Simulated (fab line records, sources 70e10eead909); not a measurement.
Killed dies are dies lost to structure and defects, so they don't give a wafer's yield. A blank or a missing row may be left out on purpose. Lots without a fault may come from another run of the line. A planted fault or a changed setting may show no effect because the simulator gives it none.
Chamber matching | flow nand_harc | NHARC_P_M1_PRE_CLEAN_32 on pecvd-04: 3 sister chambers
The step time 12 s. 6 wafers are shown with their chamber, then 7 later ones without.

WAFERS WITH THEIR CHAMBER
wafer  | chamber | heater_power_w (W)
L091.1 | 0       | 624
L091.3 | 1       | 711
L091.4 | 0       | 622
L091.6 | 1       | 723
L094.3 | 2       | 589
L094.5 | 2       | 598

WAFERS WITHOUT THEIR CHAMBER
wafer  | heater_power_w (W)
L094.6 | 663
L097.3 | 739
L097.4 | 598
L097.6 | 704
L097.1 | 710
L097.2 | 609
L097.5 | 743

WHICH CHAMBER EACH WENT THROUGH
wafer  | from the rows above     | in truth
L094.6 | 0                       | 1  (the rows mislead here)
L097.3 | 1                       | 1
L097.4 | 2                       | 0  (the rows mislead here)
L097.6 | 1                       | 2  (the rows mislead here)
L097.1 | 1                       | 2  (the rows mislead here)
L097.2 | can't be placed: 0 or 2 | 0
L097.5 | 1                       | 1
Placed correctly: 2 of 7. Can't be placed from these rows: 1 (the true chamber is among the candidates in 1). Placed wrongly: 4.
How it was worked out, from the rows above alone: a wafer's distance from a chamber is the root of the sum, over the readings, of the square of ((its reading less the chamber's mean) divided by the reading's scatter). The wafer belongs to the nearest chamber; if the next one is less than 2 further off, it can't be placed. A chamber's mean is the mean of its shown wafers. The scatter: the root of (the sum of the squares of (reading less its chamber's mean) over the shown wafers, divided by (wafers less chambers)).
